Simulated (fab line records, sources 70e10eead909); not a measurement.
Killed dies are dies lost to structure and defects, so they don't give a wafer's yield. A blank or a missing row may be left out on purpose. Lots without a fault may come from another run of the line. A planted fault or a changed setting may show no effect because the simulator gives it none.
Which tool did it? | flow nand_harc | 6 lots, 17 wafers sampled, at 3 steps of a route of 1302

WHAT THE GAUGES READ, wafer by wafer
NHARC_END_SORT_01.
lot  | measured     | on        | killed_at_array
L455 | day 27 02:59 | prober-02 | 46 46 41
L466 | day 31 06:13 | prober-02 | 87 83

WHICH TOOL RAN EACH LOT (tool, then ch and the chambers of the sampled wafers, then the start)
lot  | NHARC_A_WL_FILL_ETCHBACK_26      | NHARC_A_CONTACT_DEP_28
L450 | rie_si-01 ch 1,2,3, day 21 00:41 | acl_dep-01 ch 0, day 21 03:00
L453 | rie_si-05 ch 1,2,3, day 21 18:35 | acl_dep-02 ch 0, day 21 21:39
L456 | rie_si-05 ch 1,2,3, day 22 19:13 | acl_dep-03 ch 0, day 22 20:59
L455 | rie_si-05 ch 0,1,3, day 23 19:06 | acl_dep-02 ch 0, day 23 21:58
L466 | rie_si-05 ch 1,3, day 27 18:51   | acl_dep-02 ch 0, day 27 22:15
L470 | rie_si-01 ch 2,3, day 29 13:07   | acl_dep-03 ch 0, day 29 16:22
- NHARC_A_WL_FILL_ETCHBACK_26: etches the open film in HBr, target depth 52 nm, time 13.3 s.
- NHARC_A_CONTACT_DEP_28: deposits aC, target thk 7000 nm.

THE ANSWER, worked out from the rows above alone
Rule: what is usual is taken from the lots themselves. Put in order of their means at a reading, lots are off if they are a third of the lots or fewer, leave a main group of 4 or more, and stand apart from it by a gap of 3 or more times the standard deviation of the main group's means; of several such gaps the widest counts. A main group whose means are all the same, to the digits that the tables above print for the reading, isn't used. A lot without any number at a reading at which 4 lots or more have one is off too. The other lots that the step has rows for count as sound.
No lot is off at any reading shown: from this, nothing can be told.

WHAT THE SIMULATOR HAD PUT IN
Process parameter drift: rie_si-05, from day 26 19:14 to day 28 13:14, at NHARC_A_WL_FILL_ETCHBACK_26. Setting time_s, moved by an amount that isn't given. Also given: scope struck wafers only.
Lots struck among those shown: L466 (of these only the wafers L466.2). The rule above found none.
